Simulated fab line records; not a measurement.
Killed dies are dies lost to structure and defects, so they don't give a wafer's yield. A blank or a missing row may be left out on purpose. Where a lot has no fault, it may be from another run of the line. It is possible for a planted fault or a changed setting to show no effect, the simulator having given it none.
The tool behind it: which one?    flow nand_harc    14 lots with 42 wafers sampled at 4 steps, on a route of 1302 steps

WHAT THE GAUGES SHOWED, per wafer
NHARC_HYBRID_BOND_OVL_MEAS_05. Usual: overlay_x_nm 3 nm, standard deviation 32; overlay_y_nm 1 nm, standard deviation 33.
lot   measured      on          overlay_x_nm (nm)  overlay_y_nm (nm)  flag
L459  day 23 13:20  overlay-01  -25 -11 -27        22 15 18           
L458  day 24 09:31  overlay-01  11 5 -1            -15 -38 40         
L460  day 24 14:58  overlay-02  39 17 -41          36 -46 0           
L461  day 24 19:15  overlay-02  -14 67 72          33 3 5             
L462  day 25 03:35  overlay-02  -5 26 37           14 49 -35          
L463  day 25 03:35  overlay-01  0 76 -31           61 -13 -3          
L465  day 26 16:16  overlay-02  57 5 52            45 21 -15          
L464  day 27 00:34  overlay-02  -16 17 27          -3 -4 21           
L471  day 29 03:22  overlay-01  51 34 28           26 50 2            
L476  day 30 06:34  overlay-02  44 -15 -58         9 -32 -20          
L475  day 30 16:55  overlay-02  9 -8 -28           -42 60 -56         
L479  day 32 09:01  overlay-02  8 21 -39           -31 -4 7           
L478  day 32 14:46  overlay-02  35 66 -37          -9 42 -47          
L480  day 33 04:26  overlay-02  40 -6 -9           34 55 -36          

NHARC_END_SORT_01. Usual: killed_at_array 62, standard deviation 20; killed_at_other 0.8, standard deviation 1.1; killed_at_periphery 3.5, standard deviation 2.4; killed_dies 66, standard deviation 21; killed_open 3.5, standard deviation 1.9; killed_short 2.5, standard deviation 1.7.
lot   measured      on         killed_at_array  killed_at_other  killed_at_periphery  killed_dies  killed_open  killed_short  flag
L476  day 31 00:34  prober-02  158 115 150      4 2 1            5 1 4                167 118 155  4 3 2        6 2 5         OFF
L475  day 31 11:14  prober-02  147 122 146      0 4 1            2 7 4                149 133 151  1 5 3        3 3 0         OFF

WHAT TOOL EACH LOT RAN ON (gives the tool, then ch and the chambers of the sampled wafers, and finally the start)
lot   NHARC_A_CONTACT_ETCH_134              NHARC_THIN_TSV_PRE_CLEAN_54
L459  har_cap_etch-02 ch 0,1, day 22 06:13  pvd_sputter-01, day 23 20:53
L458  har_cap_etch-01 ch 0,1, day 23 01:21  pvd_sputter-03, day 24 17:10
L460  har_cap_etch-02 ch 0,1, day 23 07:53  pvd_sputter-02, day 24 22:32
L461  har_cap_etch-01 ch 0,1, day 23 13:10  pvd_sputter-01, day 25 02:48
L462  har_cap_etch-01 ch 0,1, day 23 21:00  pvd_sputter-03, day 25 11:35
L463  har_cap_etch-03 ch 0,1, day 23 23:50  pvd_sputter-02, day 25 12:41
L465  har_cap_etch-03 ch 0,1, day 25 09:38  pvd_sputter-03, day 26 23:58
L464  har_cap_etch-02 ch 0,1, day 25 16:38  pvd_sputter-03, day 27 08:11
L471  har_cap_etch-01 ch 0,1, day 27 18:40  pvd_sputter-03, day 29 12:28
L476  har_cap_etch-02 ch 0,1, day 29 00:04  pvd_sputter-03, day 30 14:07
L475  har_cap_etch-02 ch 0,1, day 29 09:11  pvd_sputter-01, day 31 00:22
L479  har_cap_etch-01 ch 0,1, day 31 02:38  pvd_sputter-03, day 32 17:45
L478  har_cap_etch-03 ch 0,1, day 31 06:14  pvd_sputter-03, day 32 22:29
L480  har_cap_etch-01 ch 0,1, day 31 22:12  pvd_sputter-01, day 33 12:35
- NHARC_A_CONTACT_ETCH_134: etches the open film in C4F8/O2/Ar, time 140 s, target depth 700 nm.
- NHARC_THIN_TSV_PRE_CLEAN_54: time 30 s.

WHAT THE TOOLS THEMSELVES READ (means of the sampled wafers that have a number; where no wafer has one, the mark that the record gives instead)
NHARC_A_CONTACT_ETCH_134. Usual: chamber_pressure_mTorr reads 20.001 mTorr (standard deviation 0.019).
lot   tool             chamber_pressure_mTorr (mTorr)  flag
L459  har_cap_etch-02  19.978                          
L458  har_cap_etch-01  20.006                          
L460  har_cap_etch-02  19.993                          
L461  har_cap_etch-01  20.006                          
L462  har_cap_etch-01  20.007                          
L463  har_cap_etch-03  20.005                          
L465  har_cap_etch-03  19.991                          
L464  har_cap_etch-02  20.009                          
L471  har_cap_etch-01  20.011                          
L476  har_cap_etch-02  19.994                          
L475  har_cap_etch-02  20.006                          
L479  har_cap_etch-01  20.010                          
L478  har_cap_etch-03  19.995                          
L480  har_cap_etch-01  19.999                          

NHARC_THIN_TSV_PRE_CLEAN_54. Usual: heater_power_w reads 408 W (standard deviation 43).
lot   tool            heater_power_w (W)  flag
L459  pvd_sputter-01  397                 
L458  pvd_sputter-03  372                 
L460  pvd_sputter-02  452                 
L461  pvd_sputter-01  426                 
L462  pvd_sputter-03  382                 
L463  pvd_sputter-02  444                 
L465  pvd_sputter-03  361                 
L464  pvd_sputter-03  386                 
L471  pvd_sputter-03  388                 
L476  pvd_sputter-03  360                 
L475  pvd_sputter-01  399                 
L479  pvd_sputter-03  374                 
L478  pvd_sputter-03  404                 
L480  pvd_sputter-01  386                 

THE ANSWER, worked out from the rows above alone
Rule: a lot is off if the mean of its wafers that have a number lies more than 3 standard deviations from the usual mean. A lot without any number at a reading at which 4 lots or more have one is off too. Where the step has rows for the other lots, those lots are counted as sound. After the gauges, taken in route order, come the tools' own readings; for these a lot's mean is taken, as printed above. The first step at which some lot is off is used, and at that step the reading that is off furthest; a lot without a number counts as furthest.
Off, at NHARC_END_SORT_01 on killed_at_array: L476, L475. Neither off nor sound, because the step has no rows for them: L459, L458, L460, L461, L462, L463, L465, L464, L471, L479, L478, L480.
A tool fits if, at a process step before that reading, it ran every lot that is off, and no sound lot after the first of them. Gauges at NHARC_END_SORT_01: tried the same way as those tools. This does not decide it: 2 tools fit, namely har_cap_etch-02 at NHARC_A_CONTACT_ETCH_134 and prober-02 at NHARC_END_SORT_01.

WHAT HAD BEEN PUT IN BY THE SIMULATOR
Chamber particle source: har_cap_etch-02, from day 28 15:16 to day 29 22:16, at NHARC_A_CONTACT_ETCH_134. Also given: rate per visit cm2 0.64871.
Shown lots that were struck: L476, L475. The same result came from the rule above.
